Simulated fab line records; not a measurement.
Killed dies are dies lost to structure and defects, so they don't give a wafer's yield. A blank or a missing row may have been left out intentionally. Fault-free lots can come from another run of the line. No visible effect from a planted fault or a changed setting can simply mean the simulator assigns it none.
fab line records / flow n5Finfet / part 2 of 2: steps 21 to 30 of 30
record: lots: 5 wafers: 15 lastDay: 16
route steps=1938 shown BEOL_M13@1713 BEOL_M14@1716
lots that met no fault: taken from a fault-free run of the same line
startH: hours from the record's first day to the start of the lot's first wafer shown / waitH: hours from the lot's prior step to this one / " identical to the entry in the row above / L1.1+2: one row covering several wafers at once / - no value, or no start was given / * or withheld: withheld / < > ~ a bound
route shown NAME@n: names a module that has steps shown in the file, with the first one's number in the route / usual: mean/standard deviation taken from wafers without a fault / same: alike in all rows / chamber/n: place in a boat / sites: per-site readings / _std_site: their standard deviation / _edge_site: inner sites' mean taken away from outer sites' mean / radiusMm: how far each site lies from the wafer's centre / mask NAME#n: copy n / behind: the tool/chamber that last shaped the wafer / hold: why the lot went on hold/how many hours it stayed there/how the hold came to an end / device: which transistor (n, p or np) failed to switch / end of line: the tests these same wafers got at the end of their route / a step with no rows: only its recipe / killed: not the wafer's yield, but the dies lost to structure and defects at the first sort / map: a wafer's dies, marking killed ones x, the rest . and places with no die _
set.NAME: the run value of the setting; set.NAME@STEP: its run value at that earlier step / model.NAME: the simulator's own value behind a step, which no gauge read
a table for each step, a row for each wafer; lots at some steps of the route
services: from which hour (startH, from the record's first day; less than 0 if before it) a tool's chamber was out of use, for how many hours, and why
== steps ==
step: N5_BEOL_M14_STRIP_64
recipe: chemistry: O2 powerW: 600 tempC: 60 pressureMtorr: 30 rfFrequencyHz: 6e+07 biasPowerW: 0 overashFraction: 0.3 o2FlowSccm: 225
usual: drypumpMotorCurrentA: 5.6/0.39 o2FlowSccm: 225.0/0.95 oesProductAu: 0.81/0.083 rfVppV: 3.6/0.52 showerheadPlenumPTorr: 2.05/0.057 throttleValvePct: 16.55/0.23
lot.wafer=L080.1 tool=rieDiel-01 chamber=1 startH=- waitH=- drypumpMotorCurrentA=5.7 o2FlowSccm=224.8 oesProductAu=0.80 rfHoursCounterH=97 rfVppV=4.0 showerheadPlenumPTorr=2.10 throttleValvePct=16.15
lot.wafer=L080.3 tool=rieDiel-01 chamber=3 startH=- waitH=- drypumpMotorCurrentA=5.3 o2FlowSccm=223.1 oesProductAu=0.67 rfHoursCounterH=220 rfVppV=3.8 showerheadPlenumPTorr=2.17 throttleValvePct=16.81
lot.wafer=L080.6 tool=rieDiel-01 chamber=2 startH=- waitH=- drypumpMotorCurrentA=5.9 o2FlowSccm=224.5 oesProductAu=0.88 rfHoursCounterH=- rfVppV=3.0 showerheadPlenumPTorr=2.05 throttleValvePct=16.44
lot.wafer=L082.2 tool=rieDiel-01 chamber=2 startH=- waitH=- drypumpMotorCurrentA=5.9 o2FlowSccm=225.3 oesProductAu=0.86 rfHoursCounterH=47 rfVppV=3.2 showerheadPlenumPTorr=2.05 throttleValvePct=16.43
lot.wafer=L082.3 tool=rieDiel-01 chamber=3 startH=- waitH=- drypumpMotorCurrentA=5.3 o2FlowSccm=223.9 oesProductAu=0.67 rfHoursCounterH=224 rfVppV=3.5 showerheadPlenumPTorr=2.17 throttleValvePct=16.81
lot.wafer=L082.6 tool=rieDiel-01 chamber=1 startH=- waitH=- drypumpMotorCurrentA=5.7 o2FlowSccm=225.1 oesProductAu=0.80 rfHoursCounterH=- rfVppV=3.4 showerheadPlenumPTorr=2.10 throttleValvePct=16.15
lot.wafer=L083.2 tool=rieDiel-03 chamber=1 startH=- waitH=- drypumpMotorCurrentA=5.1 o2FlowSccm=225.7 oesProductAu=0.83 rfHoursCounterH=54 rfVppV=4.6 showerheadPlenumPTorr=2.12 throttleValvePct=16.54
lot.wafer=L083.3 tool=rieDiel-03 chamber=0 startH=- waitH=- drypumpMotorCurrentA=6.3 o2FlowSccm=225.0 oesProductAu=0.69 rfHoursCounterH=231 rfVppV=4.9 showerheadPlenumPTorr=2.06 throttleValvePct=16.85
lot.wafer=L083.6 tool=rieDiel-03 chamber=1 startH=- waitH=- drypumpMotorCurrentA=5.1 o2FlowSccm=225.8 oesProductAu=0.82 rfHoursCounterH=- rfVppV=4.1 showerheadPlenumPTorr=2.12 throttleValvePct=16.56
lot.wafer=L085.1 tool=rieDiel-04 chamber=0 startH=- waitH=- drypumpMotorCurrentA=6.1 o2FlowSccm=224.2 oesProductAu=0.93 rfHoursCounterH=15 rfVppV=4.5 showerheadPlenumPTorr=2.03 throttleValvePct=16.33
lot.wafer=L085.2 tool=rieDiel-04 chamber=1 startH=- waitH=- drypumpMotorCurrentA=5.4 o2FlowSccm=224.0 oesProductAu=0.82 rfHoursCounterH=85 rfVppV=3.5 showerheadPlenumPTorr=2.03 throttleValvePct=16.65
lot.wafer=L085.6 tool=rieDiel-04 chamber=0 startH=- waitH=- drypumpMotorCurrentA=6.1 o2FlowSccm=225.3 oesProductAu=0.94 rfHoursCounterH=- rfVppV=3.6 showerheadPlenumPTorr=2.03 throttleValvePct=16.32
lot.wafer=L088.2 tool=rieDiel-01 chamber=3 startH=- waitH=- drypumpMotorCurrentA=5.3 o2FlowSccm=224.6 oesProductAu=0.65 rfHoursCounterH=247 rfVppV=3.6 showerheadPlenumPTorr=2.16 throttleValvePct=16.86
lot.wafer=L088.3 tool=rieDiel-01 chamber=0 startH=- waitH=- drypumpMotorCurrentA=5.8 o2FlowSccm=224.2 oesProductAu=0.92 rfHoursCounterH=16 rfVppV=3.6 showerheadPlenumPTorr=2.23 throttleValvePct=16.36
lot.wafer=L088.6 tool=rieDiel-01 chamber=0 startH=- waitH=- drypumpMotorCurrentA=5.7 o2FlowSccm=225.3 oesProductAu=0.91 rfHoursCounterH=- rfVppV=2.9 showerheadPlenumPTorr=2.23 throttleValvePct=16.35
step: N5_BEOL_M14_STRIP_71
recipe: chemistry: postEtchResidueRemover timeS: 60 tempC: 25 removerPh: withheld removerWaterWtPct: withheld removerFluorideWtPct: withheld
lot.wafer=L080.1+3+6 tool=wetBench-05 chamber=1,0,5 startH=288.14 waitH=-
lot.wafer=L082.2+3+6 tool=wetBench-03 chamber=3,4,2 startH=294.18 waitH=-
lot.wafer=L083.2+3+6 tool=wetBench-05 chamber=3,0,4 startH=300.54 waitH=-
lot.wafer=L085.1+2+6 tool=wetBench-05 chamber=1,0,7 startH=324.89 waitH=-
lot.wafer=L088.2+3+6 tool=wetBench-03 chamber=1,0,2 startH=351.03 waitH=-
step: N5_BEOL_M14_SRD_72
recipe: timeS: 30 tempC: 23 rinseLiquid: diw dry: n2Spin spinRpm: 1500 dryTimeS: 30
usual: bathHeatDutyPct: 3.7/0.48
lot.wafer=L080.1 tool=wetBench-05 chamber=1 startH=288.16 waitH=0.0 bathHeatDutyPct=4.6
lot.wafer=L080.3 tool=wetBench-05 chamber=0 startH=288.16 waitH=0.0 bathHeatDutyPct=4.3
lot.wafer=L080.6 tool=wetBench-05 chamber=5 startH=288.16 waitH=0.0 bathHeatDutyPct=2.9
lot.wafer=L082.2 tool=wetBench-03 chamber=3 startH=294.20 waitH=0.0 bathHeatDutyPct=3.8
lot.wafer=L082.3 tool=wetBench-03 chamber=4 startH=294.20 waitH=0.0 bathHeatDutyPct=4.7
lot.wafer=L082.6 tool=wetBench-03 chamber=2 startH=294.20 waitH=0.0 bathHeatDutyPct=2.7
lot.wafer=L083.2 tool=wetBench-05 chamber=3 startH=300.56 waitH=0.0 bathHeatDutyPct=3.2
lot.wafer=L083.3 tool=wetBench-05 chamber=0 startH=300.56 waitH=0.0 bathHeatDutyPct=4.3
lot.wafer=L083.6 tool=wetBench-05 chamber=4 startH=300.56 waitH=0.0 bathHeatDutyPct=3.7
lot.wafer=L085.1 tool=wetBench-05 chamber=1 startH=324.91 waitH=0.0 bathHeatDutyPct=3.9
lot.wafer=L085.2 tool=wetBench-05 chamber=0 startH=324.91 waitH=0.0 bathHeatDutyPct=3.9
lot.wafer=L085.6 tool=wetBench-05 chamber=7 startH=324.91 waitH=0.0 bathHeatDutyPct=3.7
lot.wafer=L088.2 tool=wetBench-03 chamber=1 startH=351.05 waitH=0.0 bathHeatDutyPct=3.7
lot.wafer=L088.3 tool=wetBench-03 chamber=0 startH=351.05 waitH=0.0 bathHeatDutyPct=3.0
lot.wafer=L088.6 tool=wetBench-03 chamber=2 startH=351.05 waitH=0.0 bathHeatDutyPct=3.4
step: N5_BEOL_M14_CD_MEAS_17
recipe: targetCdNm: 250 polarity: opening
usual: cdNm: 250.9/2.5
lot.wafer=L080.1 tool=cdSem-02 chamber=- startH=288.20 waitH=0.0 cdNm=252.6
lot.wafer=L080.3 tool=cdSem-02 chamber=- startH=288.20 waitH=0.0 cdNm=248.1
lot.wafer=L080.6 tool=cdSem-02 chamber=- startH=288.20 waitH=0.0 cdNm=252.6
lot.wafer=L082.2 tool=cdSem-02 chamber=- startH=294.24 waitH=0.0 cdNm=252.0
lot.wafer=L082.3 tool=cdSem-02 chamber=- startH=294.24 waitH=0.0 cdNm=248.1
lot.wafer=L082.6 tool=cdSem-02 chamber=- startH=294.24 waitH=0.0 cdNm=249.2
lot.wafer=L083.2 tool=cdSem-02 chamber=- startH=300.60 waitH=0.0 cdNm=247.9
lot.wafer=L083.3 tool=cdSem-02 chamber=- startH=300.60 waitH=0.0 cdNm=248.3
lot.wafer=L083.6 tool=cdSem-02 chamber=- startH=300.60 waitH=0.0 cdNm=250.9
lot.wafer=L085.1 tool=cdSem-02 chamber=- startH=324.95 waitH=0.0 cdNm=249.3
lot.wafer=L085.2 tool=cdSem-02 chamber=- startH=324.95 waitH=0.0 cdNm=249.0
lot.wafer=L085.6 tool=cdSem-02 chamber=- startH=324.95 waitH=0.0 cdNm=248.3
lot.wafer=L088.2 tool=cdSem-03 chamber=- startH=351.10 waitH=0.0 cdNm=247.6
lot.wafer=L088.3 tool=cdSem-03 chamber=- startH=351.10 waitH=0.0 cdNm=253.3
lot.wafer=L088.6 tool=cdSem-03 chamber=- startH=351.10 waitH=0.0 cdNm=248.2
step: N5_BEOL_M14_COAT_65
recipe: resist: SOC tempC: 250 timeS: 60 spinRpm: 1500 resistThkNm: 450
usual: resistLineTempC: 23.01/0.091
lot.wafer=L080.1 tool=lithoTrack-01 chamber=0 startH=288.23 waitH=0.0 resistLineTempC=23.05
lot.wafer=L080.3 tool=lithoTrack-01 chamber=0 startH=288.23 waitH=0.0 resistLineTempC=23.04
lot.wafer=L080.6 tool=lithoTrack-01 chamber=0 startH=288.23 waitH=0.0 resistLineTempC=23.03
lot.wafer=L082.2 tool=lithoTrack-04 chamber=0 startH=294.28 waitH=0.0 resistLineTempC=22.85
lot.wafer=L082.3 tool=lithoTrack-04 chamber=0 startH=294.28 waitH=0.0 resistLineTempC=22.96
lot.wafer=L082.6 tool=lithoTrack-04 chamber=0 startH=294.28 waitH=0.0 resistLineTempC=22.96
lot.wafer=L083.2 tool=lithoTrack-04 chamber=0 startH=300.64 waitH=0.0 resistLineTempC=23.13
lot.wafer=L083.3 tool=lithoTrack-04 chamber=0 startH=300.64 waitH=0.0 resistLineTempC=22.98
lot.wafer=L083.6 tool=lithoTrack-04 chamber=0 startH=300.64 waitH=0.0 resistLineTempC=22.80
lot.wafer=L085.1 tool=lithoTrack-03 chamber=0 startH=324.98 waitH=0.0 resistLineTempC=23.03
lot.wafer=L085.2 tool=lithoTrack-03 chamber=0 startH=324.98 waitH=0.0 resistLineTempC=23.06
lot.wafer=L085.6 tool=lithoTrack-03 chamber=0 startH=324.98 waitH=0.0 resistLineTempC=22.97
lot.wafer=L088.2 tool=lithoTrack-03 chamber=0 startH=351.13 waitH=0.0 resistLineTempC=23.08
lot.wafer=L088.3 tool=lithoTrack-03 chamber=0 startH=351.13 waitH=0.0 resistLineTempC=22.95
lot.wafer=L088.6 tool=lithoTrack-03 chamber=0 startH=351.13 waitH=0.0 resistLineTempC=22.91
step: N5_BEOL_M14_COAT_66
recipe: resist: SiARC tempC: 220 timeS: 60 spinRpm: 1500 resistThkNm: 110
usual: resistLineTempC: 22.98/0.1
lot.wafer=L080.1 tool=lithoTrack-01 chamber=0 startH=- waitH=- resistLineTempC=22.86
lot.wafer=L080.3 tool=lithoTrack-01 chamber=0 startH=- waitH=- resistLineTempC=22.92
lot.wafer=L080.6 tool=lithoTrack-01 chamber=0 startH=- waitH=- resistLineTempC=22.90
lot.wafer=L082.2 tool=lithoTrack-04 chamber=0 startH=- waitH=- resistLineTempC=23.13
lot.wafer=L082.3 tool=lithoTrack-04 chamber=0 startH=- waitH=- resistLineTempC=23.20
lot.wafer=L082.6 tool=lithoTrack-04 chamber=0 startH=- waitH=- resistLineTempC=23.09
lot.wafer=L083.2 tool=lithoTrack-04 chamber=0 startH=- waitH=- resistLineTempC=22.93
lot.wafer=L083.3 tool=lithoTrack-04 chamber=0 startH=- waitH=- resistLineTempC=22.91
lot.wafer=L083.6 tool=lithoTrack-04 chamber=0 startH=- waitH=- resistLineTempC=22.99
lot.wafer=L085.1 tool=lithoTrack-03 chamber=0 startH=- waitH=- resistLineTempC=22.98
lot.wafer=L085.2 tool=lithoTrack-03 chamber=0 startH=- waitH=- resistLineTempC=22.96
lot.wafer=L085.6 tool=lithoTrack-03 chamber=0 startH=- waitH=- resistLineTempC=22.96
lot.wafer=L088.2 tool=lithoTrack-03 chamber=0 startH=- waitH=- resistLineTempC=22.80
lot.wafer=L088.3 tool=lithoTrack-03 chamber=0 startH=- waitH=- resistLineTempC=22.76
lot.wafer=L088.6 tool=lithoTrack-03 chamber=0 startH=- waitH=- resistLineTempC=23.04
step: N5_BEOL_M14_COAT_22
recipe: spinRpm: 2888 resistThkNm: 300
usual: resistLineTempC: 22.99/0.1
lot.wafer=L080.1 tool=lithoTrack-01 chamber=0 startH=- waitH=- resistLineTempC=22.82
lot.wafer=L080.3 tool=lithoTrack-01 chamber=0 startH=- waitH=- resistLineTempC=22.91
lot.wafer=L080.6 tool=lithoTrack-01 chamber=0 startH=- waitH=- resistLineTempC=22.92
lot.wafer=L082.2 tool=lithoTrack-04 chamber=0 startH=- waitH=- resistLineTempC=22.98
lot.wafer=L082.3 tool=lithoTrack-04 chamber=0 startH=- waitH=- resistLineTempC=22.89
lot.wafer=L082.6 tool=lithoTrack-04 chamber=0 startH=- waitH=- resistLineTempC=22.83
lot.wafer=L083.2 tool=lithoTrack-04 chamber=0 startH=- waitH=- resistLineTempC=22.95
lot.wafer=L083.3 tool=lithoTrack-04 chamber=0 startH=- waitH=- resistLineTempC=22.89
lot.wafer=L083.6 tool=lithoTrack-04 chamber=0 startH=- waitH=- resistLineTempC=22.94
lot.wafer=L085.1 tool=lithoTrack-03 chamber=0 startH=- waitH=- resistLineTempC=22.85
lot.wafer=L085.2 tool=lithoTrack-03 chamber=0 startH=- waitH=- resistLineTempC=23.01
lot.wafer=L085.6 tool=lithoTrack-03 chamber=0 startH=- waitH=- resistLineTempC=22.87
lot.wafer=L088.2 tool=lithoTrack-03 chamber=0 startH=- waitH=- resistLineTempC=22.81
lot.wafer=L088.3 tool=lithoTrack-03 chamber=0 startH=- waitH=- resistLineTempC=23.01
lot.wafer=L088.6 tool=lithoTrack-03 chamber=0 startH=- waitH=- resistLineTempC=22.93
step: N5_BEOL_M14_EBR_24
recipe: solvent: PGMEA ebrWidthMm: 1.5
usual: resistLineTempC: 23.01/0.11
lot.wafer=L080.1 tool=lithoTrack-01 chamber=0 startH=- waitH=- resistLineTempC=23.01
lot.wafer=L080.3 tool=lithoTrack-01 chamber=0 startH=- waitH=- resistLineTempC=23.10
lot.wafer=L080.6 tool=lithoTrack-01 chamber=0 startH=- waitH=- resistLineTempC=23.13
lot.wafer=L082.2 tool=lithoTrack-04 chamber=0 startH=- waitH=- resistLineTempC=23.04
lot.wafer=L082.3 tool=lithoTrack-04 chamber=0 startH=- waitH=- resistLineTempC=23.11
lot.wafer=L082.6 tool=lithoTrack-04 chamber=0 startH=- waitH=- resistLineTempC=22.95
lot.wafer=L083.2 tool=lithoTrack-04 chamber=0 startH=- waitH=- resistLineTempC=22.91
lot.wafer=L083.3 tool=lithoTrack-04 chamber=0 startH=- waitH=- resistLineTempC=22.97
lot.wafer=L083.6 tool=lithoTrack-04 chamber=0 startH=- waitH=- resistLineTempC=22.97
lot.wafer=L085.1 tool=lithoTrack-03 chamber=0 startH=- waitH=- resistLineTempC=23.18
lot.wafer=L085.2 tool=lithoTrack-03 chamber=0 startH=- waitH=- resistLineTempC=23.13
lot.wafer=L085.6 tool=lithoTrack-03 chamber=0 startH=- waitH=- resistLineTempC=23.08
lot.wafer=L088.2 tool=lithoTrack-03 chamber=0 startH=- waitH=- resistLineTempC=22.80
lot.wafer=L088.3 tool=lithoTrack-03 chamber=0 startH=- waitH=- resistLineTempC=22.85
lot.wafer=L088.6 tool=lithoTrack-03 chamber=0 startH=- waitH=- resistLineTempC=22.84
step: N5_BEOL_M14_SOFTBAKE_23
recipe: tempC: 130 timeS: 60
usual: resistLineTempC: 22.99/0.1
lot.wafer=L080.1 tool=lithoTrack-01 chamber=0 startH=- waitH=- resistLineTempC=23.01
lot.wafer=L080.3 tool=lithoTrack-01 chamber=0 startH=- waitH=- resistLineTempC=23.19
lot.wafer=L080.6 tool=lithoTrack-01 chamber=0 startH=- waitH=- resistLineTempC=23.10
lot.wafer=L082.2 tool=lithoTrack-04 chamber=0 startH=- waitH=- resistLineTempC=22.84
lot.wafer=L082.3 tool=lithoTrack-04 chamber=0 startH=- waitH=- resistLineTempC=22.95
lot.wafer=L082.6 tool=lithoTrack-04 chamber=0 startH=- waitH=- resistLineTempC=23.01
lot.wafer=L083.2 tool=lithoTrack-04 chamber=0 startH=- waitH=- resistLineTempC=23.09
lot.wafer=L083.3 tool=lithoTrack-04 chamber=0 startH=- waitH=- resistLineTempC=23.13
lot.wafer=L083.6 tool=lithoTrack-04 chamber=0 startH=- waitH=- resistLineTempC=23.16
lot.wafer=L085.1 tool=lithoTrack-03 chamber=0 startH=- waitH=- resistLineTempC=22.98
lot.wafer=L085.2 tool=lithoTrack-03 chamber=0 startH=- waitH=- resistLineTempC=22.78
lot.wafer=L085.6 tool=lithoTrack-03 chamber=0 startH=- waitH=- resistLineTempC=22.84
lot.wafer=L088.2 tool=lithoTrack-03 chamber=0 startH=- waitH=- resistLineTempC=22.98
lot.wafer=L088.3 tool=lithoTrack-03 chamber=0 startH=- waitH=- resistLineTempC=22.84
lot.wafer=L088.6 tool=lithoTrack-03 chamber=0 startH=- waitH=- resistLineTempC=22.99
step: N5_BEOL_M14_EXPOSE_25
recipe: maskId: M14 na: 0.8 sourceShape: annular sigmaInner: 0.5 sigmaOuter: 0.8 polarization: unpolarized targetCdNm: 280 doseMj: 26.6
usual: stageVelMmS: 500.01/0.27
same: na: 0.8
lot.wafer=L080.1 tool=krfScanner-01 chamber=0 startH=288.50 waitH=- mask=M14#0 stageVelMmS=500.27
lot.wafer=L080.3 tool=krfScanner-01 chamber=0 startH=288.50 waitH=- mask=M14#0 stageVelMmS=500.56
lot.wafer=L080.6 tool=krfScanner-01 chamber=0 startH=288.50 waitH=- mask=M14#0 stageVelMmS=500.18
lot.wafer=L082.2 tool=krfScanner-01 chamber=0 startH=294.40 waitH=- mask=M14#0 stageVelMmS=500.19
lot.wafer=L082.3 tool=krfScanner-01 chamber=0 startH=294.40 waitH=- mask=M14#0 stageVelMmS=499.97
lot.wafer=L082.6 tool=krfScanner-01 chamber=0 startH=294.40 waitH=- mask=M14#0 stageVelMmS=499.87
lot.wafer=L083.2 tool=krfScanner-01 chamber=0 startH=300.76 waitH=- mask=M14#0 stageVelMmS=500.51
lot.wafer=L083.3 tool=krfScanner-01 chamber=0 startH=300.76 waitH=- mask=M14#0 stageVelMmS=500.15
lot.wafer=L083.6 tool=krfScanner-01 chamber=0 startH=300.76 waitH=- mask=M14#0 stageVelMmS=500.26
lot.wafer=L085.1 tool=krfScanner-01 chamber=0 startH=325.10 waitH=- mask=M14#0 stageVelMmS=499.91
lot.wafer=L085.2 tool=krfScanner-01 chamber=0 startH=325.10 waitH=- mask=M14#0 stageVelMmS=499.59
lot.wafer=L085.6 tool=krfScanner-01 chamber=0 startH=325.10 waitH=- mask=M14#0 stageVelMmS=500.28
lot.wafer=L088.2 tool=krfScanner-01 chamber=0 startH=351.38 waitH=- mask=M14#0 stageVelMmS=500.45
lot.wafer=L088.3 tool=krfScanner-01 chamber=0 startH=351.38 waitH=- mask=M14#0 stageVelMmS=499.82
lot.wafer=L088.6 tool=krfScanner-01 chamber=0 startH=351.38 waitH=- mask=M14#0 stageVelMmS=500.25
== services ==
tool=pecvd-03 chamber=2 startH=266.43 hours=2.0 kind=repair
tool=krfScanner-01 chamber=- startH=270.31 hours=1.0 kind=pm
tool=krfScanner-02 chamber=- startH=271.73 hours=1.0 kind=pm
tool=krfScanner-02 chamber=- startH=287.54 hours=21.0 kind=pm
tool=rieDiel-01 chamber=0 startH=293.81 hours=- kind=clean
tool=rieDiel-01 chamber=0 startH=293.81 hours=- kind=consumableReplace:focusRing
tool=rieDiel-01 chamber=0 startH=293.81 hours=- kind=consumableReplace:showerhead
tool=rieDiel-01 chamber=0 startH=293.81 hours=15.5 kind=scheduledDown
tool=rieDiel-01 chamber=0 startH=293.81 hours=15.5 kind=ventCycle
tool=pecvd-04 chamber=- startH=303.32 hours=1.0 kind=repair
tool=krfScanner-02 chamber=- startH=308.54 hours=4.0 kind=pm
tool=krfScanner-01 chamber=- startH=312.56 hours=1.3 kind=pm
tool=pecvd-04 chamber=- startH=319.57 hours=2.8 kind=pm
tool=krfScanner-01 chamber=- startH=320.95 hours=0.3 kind=repair
tool=pecvd-01 chamber=1 startH=339.57 hours=4.3 kind=repair
tool=pecvd-03 chamber=- startH=341.62 hours=1.6 kind=repair
tool=krfScanner-01 chamber=- startH=346.86 hours=0.8 kind=pm
tool=pecvd-01 chamber=- startH=349.86 hours=0.8 kind=pm
